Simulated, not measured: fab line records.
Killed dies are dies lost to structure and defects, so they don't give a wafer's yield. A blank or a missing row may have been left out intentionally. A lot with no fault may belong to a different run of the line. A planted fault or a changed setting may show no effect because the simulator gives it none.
fab line records | flow n5_finfet
[record] lots = 8 wafers = 22 last_day = 19
route steps=1938 shown SD_EPI_N@271 SD_EPI_P@305 SD_ACTIVATION@334 BEOL_M4@1111 PASSIVATION@1936
lots that met no fault: taken from a fault-free run of the same line
start_h: start of the lot's first displayed wafer, in hours after the record's first day | wait_h: hours elapsed since this lot's preceding step | " identical to the entry in the row above | L1.1+2: a single row standing in for several wafers | - no value, or no start given | * or withheld: withheld | < > ~ a bound
route shown NAME@n: NAME is a module with steps in the file, n the number in the route of the first one | usual: average and standard deviation across the fault-free wafers | same: alike in all rows | chamber/n: place in a boat | sites: the reading at each site | _std_site: standard deviation of those values | _edge_site: inner sites' mean taken away from outer sites' mean | radius_mm: for every site, how far away it sits from the centre of the wafer | mask NAME#n: copy n | behind: the tool/chamber that last shaped the wafer | hold: why the lot was held/for how many hours/how that ended | device: transistor that didn't switch, given as n, p or np | end of line: the same wafers' tests at the end of the route | where a step has no rows: the recipe by itself | killed: dies that structure and defects cost at the first sort, which is not the same as the wafer's yield | map: a wafer's dies, marking killed ones x, the rest . and places with no die _
set.NAME: setting as actually run; set.NAME@STEP: the setting as run at that earlier step | model.NAME: the simulator's own value behind a step, which no gauge read
steps of the route over a sample of lots; a table a step, a row a wafer
services: the hour from which a tool's chamber was out of use, counted from the record's first day as start_h (under 0 if before that day), plus the number of hours and why
[[steps]]
[step N5_SD_EPI_N_OVL_MEAS_10]
[recipe] points_per_wafer = 44
[usual] SD_N_BLK_OVL = -0.1/0.71
[same] points_per_wafer = 44
// columns lot.wafer tool chamber start_h wait_h SD_N_BLK_OVL[nm]
L583.4 overlay-02 0 72.59 0.0 -0.6
L583.5 " 0 " " 0.5
L583.6 " 0 " " 0.0
L584.1 overlay-01 0 74.61 0.0 1.1
L584.3 " 0 " " 0.5
L589.1 overlay-02 0 104.32 0.0 -0.2
L589.4 " 0 " " -0.7
L591.2 overlay-01 0 116.52 0.0 0.1
L591.4 " 0 " " 0.7
L591.5 " 0 " " 0.9
L592.1 overlay-01 0 127.70 0.0 0.2
L592.2 " 0 " " 1.6
L592.3 " 0 " " 0.4
L600.2 overlay-01 0 172.06 0.0 0.3
L600.5 " 0 " " -0.7
L600.6 " 0 " " -0.2
L601.1 overlay-01 0 174.81 0.0 -0.2
L601.2 " 0 " " 0.2
L601.3 " 0 " " -1.2
L603.1 overlay-01 0 188.21 0.0 -0.3
L603.3 " 0 " " -0.3
L603.5 " 0 " " 0.5
[step N5_SD_EPI_N_ETCH_35]
[recipe] chemistry = N2/H2 target = SOC overetch_a = 1080 mask_material = SiARC temp_c = 40 ion_energy_ev = 100 source_w = 3000 bias_w = 133 pressure_mtorr = 20 time_s = 486 n2_flow_sccm = 200 h2_flow_sccm = 200
[usual] drypump_motor_current_A = 5.5/0.59 oes_product_au = 0.74/0.077 rf_vpp_V = 240.6/1.4 showerhead_plenum_p_Torr = 2.54/0.085 throttle_valve_pct = 23.9/0.33
// columns lot.wafer tool chamber start_h wait_h drypump_motor_current_A oes_product_au rf_hours_counter_h rf_vpp_V showerhead_plenum_p_Torr throttle_valve_pct
L583.4 rie_diel-05 3 73.12 0.0 5.7 0.79 26 238.0 2.49 23.5
L583.5 " 1 " " 5.5 0.68 - 243.1 2.65 24.1
L583.6 " 0 " " 5.1 0.85 - 241.3 2.61 23.8
L584.1 rie_diel-03 0 74.76 0.0 5.7 0.63 224 237.9 2.41 24.2
L584.3 " 1 " " 4.7 0.82 14 240.4 2.49 24.3
L589.1 rie_diel-03 3 104.99 0.0 5.1 0.86 3 239.9 2.48 23.5
L589.4 " 0 " " 5.6 0.61 239 238.5 2.40 24.2
L591.2 rie_diel-05 0 116.70 0.0 5.1 0.81 21 242.2 2.61 23.8
L591.4 " 0 " " 5.1 0.81 - 241.8 2.61 23.8
L591.5 " 1 " " 5.5 0.68 - 242.5 2.64 24.1
L592.1 rie_diel-05 2 127.85 0.0 6.6 0.77 33 240.3 2.59 23.6
L592.2 " 3 " " 5.7 0.77 39 240.2 2.48 23.5
L592.3 " 1 " " 5.5 0.67 163 242.8 2.64 24.1
L600.2 rie_diel-04 1 172.21 0.0 6.4 0.83 10 241.5 2.61 23.2
L600.5 " 0 " " 6.2 0.65 - 239.5 2.52 24.2
L600.6 " 1 " " 6.3 0.83 - 242.0 2.61 23.2
L601.1 rie_diel-03 2 174.96 0.0 5.1 0.74 59 241.0 2.49 24.2
L601.2 " 1 " " 4.7 0.75 57 238.9 2.48 24.4
L601.3 " 3 " " 5.1 0.78 29 239.8 2.47 23.5
L603.1 rie_diel-04 0 188.36 0.0 6.1 0.65 191 240.4 2.52 24.2
L603.3 " 1 " " 6.3 0.82 16 241.4 2.60 23.2
L603.5 " 3 " " 6.2 0.67 - 242.0 2.63 24.0
[step N5_SD_EPI_N_SD_RECESS_17]
[recipe] chemistry = HBr/Cl2/O2 target_depth_a = 410 mask_material = SOC time_s = 23.7 bt_time_s = 3 pressure_mtorr = 10 icp_w = 800 bias_w = 112 HBr_flow_sccm = 150 Cl2_flow_sccm = 80 O2_flow_sccm = 12
[usual] drypump_motor_current_A = 5.7/0.56 mfc_cl2_sccm = 79.99/0.25 oes_product_au = 0.998/0.015 throttle_valve_pct = 37.07/0.29
// columns lot.wafer tool chamber start_h wait_h drypump_motor_current_A mfc_cl2_sccm oes_product_au rf_hours_counter_h throttle_valve_pct
L583.4 rie_si-03 0 73.71 0.0 5.1 79.71 1.004 12 37.00
L583.5 " 0 " " 5.0 80.05 1.007 - 37.00
L583.6 " 1 " " 5.6 80.23 1.012 - 37.19
L584.1 rie_si-03 0 75.36 0.0 5.1 79.80 0.991 12 37.02
L584.3 " 3 " " 6.5 80.03 0.997 3 37.13
L589.1 rie_si-05 3 105.59 0.0 6.0 79.95 0.977 163 37.31
L589.4 " 2 " " 6.3 80.07 0.995 46 36.99
L591.2 rie_si-03 2 117.29 0.0 6.6 80.03 1.017 85 36.52
L591.4 " 1 " " 5.6 80.12 1.014 145 37.18
L591.5 " 2 " " 6.6 79.83 1.018 - 36.53
L592.1 rie_si-05 3 128.44 0.0 6.1 79.96 0.975 163 37.31
L592.2 " 2 " " 6.3 80.35 1.005 47 36.98
L592.3 " 1 " " 5.1 79.83 0.978 9 37.34
L600.2 rie_si-03 2 172.81 0.0 6.6 79.60 1.011 86 36.54
L600.5 " 0 " " 5.1 80.09 1.010 - 37.01
L600.6 " 1 " " 5.6 80.67 1.008 - 37.16
L601.1 rie_si-05 1 175.55 0.0 5.0 80.22 0.988 10 37.35
L601.2 " 3 " " 6.0 79.82 0.975 164 37.32
L601.3 " 0 " " 5.8 79.51 0.987 1 36.68
L603.1 rie_si-06 3 188.95 0.0 4.9 80.07 1.017 107 37.37
L603.3 " 0 " " 5.7 79.56 0.998 134 36.64
L603.5 " 3 " " 4.9 80.32 1.022 - 37.34
[step N5_SD_EPI_N_STRIP_18]
[recipe] chemistry = SPM time_s = 750 temp_c = 130 h2so4_h2o2_vol_ratio = 4
// columns lot.wafer tool chamber start_h wait_h
L583.4+5+6 wet_bench-06 4,2,6 73.90 0.0
L584.1+3 wet_bench-04 2,3 75.55 0.0
L589.1+4 wet_bench-02 5,0 105.79 0.0
L591.2+4+5 wet_bench-04 3,7,6 117.48 0.0
L592.1+2+3 wet_bench-04 3,6,2 128.63 0.0
L600.2+5+6 wet_bench-06 6,5,7 173.00 0.0
L601.1+2+3 wet_bench-06 6,2,1 175.74 0.0
L603.1+3+5 wet_bench-04 7,1,5 189.14 0.0
[step N5_SD_EPI_N_INSPECT_26]
[recipe] inspect_instrument = darkfield mode = post_epi
[usual] raw_defect_count = 197/36
// columns lot.wafer tool chamber start_h wait_h raw_defect_count
L583.4 defect_inspect-01 - 77.18 0.1 215
L583.5 " - " " 248
L583.6 " - " " 192
L584.1 defect_inspect-01 - 79.03 0.1 231
L584.3 " - " " 188
L589.1 defect_inspect-02 - 109.59 0.1 194
L589.4 " - " " 272
L591.2 defect_inspect-02 - 120.73 0.1 577
L591.4 " - " " 497
L591.5 " - " " 550
L592.1 defect_inspect-01 - 131.75 0.1 468
L592.2 " - " " 540
L592.3 " - " " 512
L600.2 defect_inspect-02 - 176.07 0.1 179
L600.5 " - " " 194
L600.6 " - " " 204
L601.1 defect_inspect-02 - 179.60 0.1 147
L601.2 " - " " 157
L601.3 " - " " 244
L603.1 defect_inspect-01 - 192.50 0.1 163
L603.3 " - " " 165
L603.5 " - " " 194
[step N5_SD_EPI_P_INSPECT_11]
[recipe] mode = adi inspect_instrument = macro
[usual] raw_defect_count = 2.1/1.4
// columns lot.wafer tool chamber start_h wait_h raw_defect_count
L583.4 defect_inspect-01 - 77.51 0.0 2
L583.5 " - " " 1
L583.6 " - " " 3
L584.1 defect_inspect-01 - 79.48 0.0 1
L584.3 " - " " 1
L589.1 defect_inspect-02 - 110.04 0.0 2
L589.4 " - " " 5
L591.2 defect_inspect-02 - 121.18 0.0 >300
L591.4 " - " " >300
L591.5 " - " " >300
L592.1 defect_inspect-02 - 132.20 0.0 >300
L592.2 " - " " >300
L592.3 " - " " >300
L600.2 defect_inspect-02 - 176.52 0.0 3
L600.5 " - " " 2
L600.6 " - " " 2
L601.1 defect_inspect-02 - 179.93 0.0 1
L601.2 " - " " 5
L601.3 " - " " 3
L603.1 defect_inspect-02 - 192.96 0.0 3
L603.3 " - " " 1
L603.5 " - " " 2
[step N5_SD_EPI_P_INSPECT_26]
[recipe] inspect_instrument = darkfield mode = post_epi
[usual] raw_defect_count = 170/35
// columns lot.wafer tool chamber start_h wait_h raw_defect_count
L583.4 defect_inspect-01 - 82.11 0.0 200
L583.5 " - " " 232
L583.6 " - " " 189
L584.1 defect_inspect-01 - 83.24 0.0 162
L584.3 " - " " 124
L589.1 defect_inspect-02 - 113.80 0.0 195
L589.4 " - " " 229
L591.2 defect_inspect-01 - 124.94 0.0 525
L591.4 " - " " 468
L591.5 " - " " 535
L592.1 defect_inspect-01 - 136.12 0.0 454
L592.2 " - " " 458
L592.3 " - " " 496
L600.2 defect_inspect-01 - 180.40 0.0 174
L600.5 " - " " 164
L600.6 " - " " 151
L601.1 defect_inspect-01 - 183.88 0.0 129
L601.2 " - " " 154
L601.3 " - " " 188
L603.1 defect_inspect-01 - 196.71 0.0 134
L603.3 " - " " 133
L603.5 " - " " 165
[step N5_SD_ACTIVATION_INSPECT_02]
[recipe] inspect_instrument = darkfield mode = post_anneal
[usual] raw_defect_count = 173/36
// columns lot.wafer tool chamber start_h wait_h raw_defect_count
L583.4 defect_inspect-01 - 82.86 0.1 191
L583.5 " - " " 238
L583.6 " - " " 181
L584.1 defect_inspect-01 - 83.99 0.2 151
L584.3 " - " " 129
L589.1 defect_inspect-02 - 114.55 0.2 195
L589.4 " - " " 219
L591.2 defect_inspect-02 - 125.70 0.2 528
L591.4 " - " " 486
L591.5 " - " " 541
L592.1 defect_inspect-01 - 136.96 0.2 474
L592.2 " - " " 489
L592.3 " - " " 502
L600.2 defect_inspect-02 - 181.35 0.1 191
L600.5 " - " " 177
L600.6 " - " " 154
L601.1 defect_inspect-01 - 184.63 0.2 131
L601.2 " - " " 141
L601.3 " - " " 204
L603.1 defect_inspect-02 - 197.46 0.2 157
L603.3 " - " " 131
L603.5 " - " " 165
[step N5_BEOL_M4_RC_MEAS_101]
[usual] DIBL_N = 36.4/1.9 DIBL_P = 35.8/2.1 IOFF_N = 0.158/0.029 IOFF_P = 0.21/0.035 ION_N = 676/14 ION_P = 465/9.7 SS_N = 71.5/0.66 SS_P = 73.4/0.7 VT_N = 249.8/3 VT_P = -250/3.3
// columns lot.wafer tool chamber start_h wait_h DIBL_N[mV/V] DIBL_P[mV/V] IOFF_N[nA/um] IOFF_P[nA/um] ION_N[uA/um] ION_P[uA/um] SS_N[mV/dec] SS_P[mV/dec] VT_N[mV] VT_P[mV]
L583.4 prober-01 0 209.79 0.5 37.6 38.6 0.163 0.19 661 446 70.9 73.8 250.5 -253
L583.5 " 0 " " 35.9 36.5 0.137 0.17 650 443 71.0 73.6 253.8 -256
L583.6 " 0 " " 36.8 36.9 0.157 0.17 659 446 71.7 73.1 250.6 -257
L584.1 prober-02 0 211.23 0.3 38.7 39.5 0.200 0.23 693 465 72.1 74.2 246.4 -250
L584.3 " 0 " " 37.0 37.7 0.170 0.21 694 473 71.2 73.7 248.1 -253
L589.1 prober-01 0 244.14 0.0 38.3 38.8 0.204 0.30 678 472 72.6 74.8 246.1 -246
L589.4 " 0 " " 34.2 35.3 0.135 0.23 686 482 71.4 73.7 250.5 -246
L591.2 prober-01 0 261.57 0.2 38.9 37.3 0.190 0.27 707 484 71.1 73.9 243.9 -243
L591.4 " 0 " " 38.0 35.8 0.161 0.22 687 470 71.3 73.3 248.4 -249
L591.5 " 0 " " 41.7 40.5 0.228 0.31 708 482 72.0 74.9 242.3 -244
L592.1 prober-02 0 276.91 0.0 38.2 38.0 0.187 0.21 678 465 72.9 73.3 248.1 -250
L592.2 " 0 " " 33.7 33.5 0.113 0.15 663 456 70.5 71.4 253.5 -253
L592.3 " 0 " " 36.4 36.1 0.148 0.18 675 452 71.4 73.2 250.3 -253
L601.1 prober-01 0 329.04 0.0 36.4 37.0 0.159 0.23 691 473 70.7 73.3 250.1 -250
L601.2 " 0 " " 37.4 37.0 0.168 0.22 676 466 71.6 73.9 248.1 -250
L601.3 " 0 " " 35.7 35.5 0.139 0.21 679 472 71.5 73.3 253.4 -250
L600.2 prober-02 0 329.41 0.2 38.4 37.8 0.196 0.23 676 461 72.1 73.7 247.2 -247
L600.5 " 0 " " 35.8 33.4 0.134 0.17 666 454 70.3 72.7 250.9 -251
L600.6 " 0 " " 39.0 37.1 0.208 0.23 665 457 72.7 73.9 247.2 -250
L603.1 prober-01 0 346.11 0.0 33.6 33.7 0.126 0.18 668 463 72.0 72.9 252.8 -250
L603.3 " 0 " " 31.6 31.8 0.110 0.16 667 462 70.6 72.2 253.3 -254
L603.5 " 0 " " 30.2 30.0 0.091 0.14 652 455 70.8 71.9 257.4 -254
[step N5_PASSIVATION_PROBE_49]
[usual] defect_limited_yield = 91.3/1.3 killed_at_M0_to_M3 = 34/9.1 killed_at_M4_up = 14/5.6 killed_at_contacts = 13/5.9 killed_at_front_end = 39/11 killed_at_other = 3.6/3 killed_dies = 102/16 killed_open = 68/12 killed_short = 33/7.3 sort_bin_4_leakage = 0.00/0.01 sort_bin_5_function = 5.2/0.89 sort_bin_6_memory = 3.2/0.68 sort_n_pass = 1078/16 sort_yield_pct = 91.3/1.3
[same] gross_dies = 1180 killed_at_back_side = 0 sort_bin_8_speed[%] = 0
// columns lot.wafer tool chamber start_h wait_h defect_limited_yield[%] killed_at_M0_to_M3 killed_at_M4_up killed_at_contacts killed_at_front_end killed_at_other killed_dies killed_open killed_short sort_bin_4_leakage[%] sort_bin_5_function[%] sort_bin_6_memory[%] sort_n_pass sort_yield_pct[%]
L583.4 prober-01 - 317.69 0.2 89.7 29 19 24 49 0 121 79 42 0 5.7 4.3 1059 89.7
L583.5 prober-01 - 317.74 0.2 92.3 24 19 8 37 3 91 62 29 0 4.9 2.5 1089 92.3
L583.6 prober-01 - 317.79 0.3 92.0 29 7 18 40 0 94 67 27 0 4.4 2.9 1086 92.0
L591.2 prober-01 - 368.37 0.1 83.1 27 17 14 141 1 200 64 35 0 11.8 3.2 980 83.1
L591.4 prober-01 - 368.47 0.2 80.5 30 33 15 150 2 230 82 32 0 12.5 4.8 950 80.5
L591.5 prober-01 - 368.52 0.2 81.3 24 26 27 141 3 221 84 27 0 12.5 4.6 959 81.3
L592.1 prober-02 - 381.00 0.0 85.1 29 18 8 117 4 176 59 27 0 9.6 3.9 1004 85.1
L592.2 prober-02 - 381.05 0.1 85.3 31 9 4 125 4 173 44 32 0 10.1 2.9 1007 85.3
L592.3 prober-02 - 381.10 0.1 83.8 41 19 10 117 4 191 71 33 0 10.1 4.6 989 83.8
L601.1 prober-02 - 436.19 0.0 93.1 20 21 10 31 0 82 55 26 0 4.0 2.6 1098 93.1
L601.2 prober-02 - 436.24 0.1 92.9 25 20 14 21 4 84 57 25 0 3.6 3.3 1096 92.9
L601.3 prober-02 - 436.29 0.1 92.0 22 23 20 27 2 94 63 25 0 4.7 2.5 1086 92.0
// killed by level:class
L583.4 MOL_CONTACT_COAG:geometric_particle:open=18 FIN_SAQP:geometric_particle:short=12 BEOL_M4:geometric_particle:open=10 BEOL_M0_SAQP:geometric_particle:short=10 FIN_SAQP:geometric_particle:open=9 STI_FIN_REVEAL:geometric_particle:open=8 MOL_CONTACT_COAG:geometric_particle:short=6 DUMMY_GATE:geometric_particle:open=6
L583.5 BEOL_M4:geometric_particle:open=13 BEOL_M1:geometric_particle:open=12 FIN_SAQP:geometric_particle:short=6 GATE_CUT:geometric_particle:open=6 MOL_CONTACT_COAG:geometric_particle:open=6 STI_FIN_REVEAL:geometric_particle:open=5 DUMMY_GATE:geometric_particle:open=5 GATE_CUT:geometric_particle:short=4
L583.6 FIN_SAQP:geometric_particle:open=17 MOL_CONTACT_COAG:geometric_particle:open=13 BEOL_M0_SAQP:geometric_particle:open=9 BEOL_M0_SAQP:geometric_particle:short=7 BEOL_M1:geometric_particle:open=6 FIN_SAQP:geometric_particle:short=5 DUMMY_GATE:geometric_particle:open=5 MOL_CONTACT_COAG:geometric_particle:short=5
L591.2 SD_EPI_N:unspecified=99 FIN_SAQP:geometric_particle:open=14 MOL_CONTACT_COAG:geometric_particle:open=8 BEOL_M4:geometric_particle:open=7 FIN_SAQP:geometric_particle:short=6 MOL_CONTACT_COAG:geometric_particle:short=6 STI_FIN_REVEAL:geometric_particle:open=5 BEOL_M3:geometric_particle:open=5
L591.4 SD_EPI_N:unspecified=107 BEOL_M4:geometric_particle:open=21 MOL_CONTACT_COAG:geometric_particle:open=13 BEOL_M0_SAQP:geometric_particle:short=10 FIN_SAQP:geometric_particle:open=9 STI_FIN_REVEAL:geometric_particle:open=8 HKMG_FIN:area_etch=8 BEOL_M4:geometric_particle:short=6
L591.5 SD_EPI_N:unspecified=109 MOL_CONTACT_COAG:geometric_particle:open=22 BEOL_M4:geometric_particle:open=18 FIN_SAQP:geometric_particle:open=11 FIN_SAQP:geometric_particle:short=9 BEOL_M0_SAQP:geometric_particle:open=6 STI_FIN_REVEAL:geometric_particle:open=5 MOL_CONTACT_COAG:geometric_particle:short=5
L592.1 SD_EPI_N:unspecified=90 BEOL_M2:geometric_particle:open=15 BEOL_M4:geometric_particle:open=8 STI_FIN_REVEAL:geometric_particle:open=6 BEOL_M3:geometric_particle:open=6 FIN_SAQP:geometric_particle:open=5 MOL_CONTACT_COAG:geometric_particle:open=5 BEOL_M4:geometric_particle:short=5
L592.2 SD_EPI_N:unspecified=97 BEOL_M2:geometric_particle:open=8 GATE_CUT:geometric_particle:short=6 BEOL_M3:geometric_particle:open=6 FIN_SAQP:geometric_particle:short=5 BEOL_M0_SAQP:geometric_particle:short=5 BEOL_M0_SAQP:geometric_particle:open=5 FIN_SAQP:geometric_particle:open=4
L592.3 SD_EPI_N:unspecified=85 BEOL_M3:geometric_particle:open=12 MOL_CONTACT_COAG:geometric_particle:open=9 BEOL_M4:geometric_particle:open=9 BEOL_M4:geometric_particle:short=7 FIN_SAQP:geometric_particle:open=6 STI_FIN_REVEAL:geometric_particle:open=6 FIN_SAQP:geometric_particle:short=5
L601.1 FIN_SAQP:geometric_particle:short=9 MOL_CONTACT_COAG:geometric_particle:open=9 BEOL_M4:geometric_particle:open=9 FIN_SAQP:geometric_particle:open=6 BEOL_M0_SAQP:geometric_particle:open=5 STI_FIN_REVEAL:geometric_particle:open=4 BEOL_M3:geometric_particle:open=4 BEOL_M0_SAQP:geometric_particle:short=3
L601.2 BEOL_M3:geometric_particle:open=10 MOL_CONTACT_COAG:geometric_particle:open=9 BEOL_M4:geometric_particle:open=9 BEOL_M2:geometric_particle:open=6 FIN_SAQP:geometric_particle:short=5 MOL_CONTACT_COAG:geometric_particle:short=5 FIN_SAQP:geometric_particle:open=4 BEOL_M7:geometric_particle:open=4
L601.3 MOL_CONTACT_COAG:geometric_particle:open=15 BEOL_M4:geometric_particle:open=10 STI_FIN_REVEAL:geometric_particle:open=6 BEOL_M3:geometric_particle:short=6 FIN_SAQP:geometric_particle:open=5 MOL_CONTACT_COAG:geometric_particle:short=5 BEOL_M5:geometric_particle:open=5 HKMG_FIN:area_etch=5
[[services]]
// columns tool chamber start_h hours kind
rie_si-06 0 65.25 6.7 repair
rie_diel-03 3 69.61 - clean
rie_diel-03 3 69.61 - consumable_replace:focus_ring
rie_diel-03 3 69.61 30.0 scheduled_down
rie_diel-03 3 69.61 30.0 vent_cycle
rie_si-05 3 88.26 6.9 repair
rie_si-06 - 106.71 2.8 repair
rie_diel-04 1 120.51 - clean
rie_diel-04 1 120.51 - consumable_replace:focus_ring
rie_diel-04 1 120.51 22.1 scheduled_down
rie_diel-04 1 120.51 22.1 vent_cycle
rie_si-05 0 127.53 - clean
rie_si-05 0 127.53 22.7 scheduled_down
rie_si-05 0 127.53 22.7 vent_cycle
rie_diel-03 0 134.87 - clean
rie_diel-03 0 134.87 - consumable_replace:focus_ring
rie_diel-03 0 134.87 - consumable_replace:showerhead
rie_diel-03 0 134.87 27.9 scheduled_down
rie_diel-03 0 134.87 27.9 vent_cycle
rie_si-03 - 144.87 0.2 repair
rie_diel-04 0 147.84 10.7 repair
rie_si-06 - 168.35 2.8 pm
wet_bench-02 - 176.56 0.5 repair
[[key]]
[first_sign] step = N5_SD_EPI_N_INSPECT_26 reading = raw_defect_count direction = up sigmas = 9.2 usual = 197 struck = 524
[effect] step = N5_SD_EPI_P_INSPECT_11 reading = raw_defect_count direction = up sigmas = 99+ usual = 2.1 struck = >300
[effect] step = N5_SD_EPI_P_INSPECT_26 reading = raw_defect_count direction = up sigmas = 9 usual = 170 struck = 489
[effect] step = N5_SD_ACTIVATION_INSPECT_02 reading = raw_defect_count direction = up sigmas = 9.2 usual = 173 struck = 503
[effect] step = N5_PASSIVATION_PROBE_49 reading = killed_at_front_end direction = up sigmas = 8.2 usual = 39 struck = 132
[more_kills_born_at] N5_SD_EPI_N_STRIP_18@wet_bench-04 = 587
met_at N5_SD_EPI_N_STRIP_18
struck_lots L591,L592
not_acting_at N5_SD_EPI_N_OVL_MEAS_10,N5_SD_EPI_N_ETCH_35,N5_SD_EPI_N_SD_RECESS_17
onset_between 75.55 117.48
[fault] kind = chamber_particle_source tool = wet_bench-04 chamber = - onset_h = 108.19 steps = N5_SD_EPI_N_STRIP_18 rate_per_visit_cm2 = 0.5337 end_h = 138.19
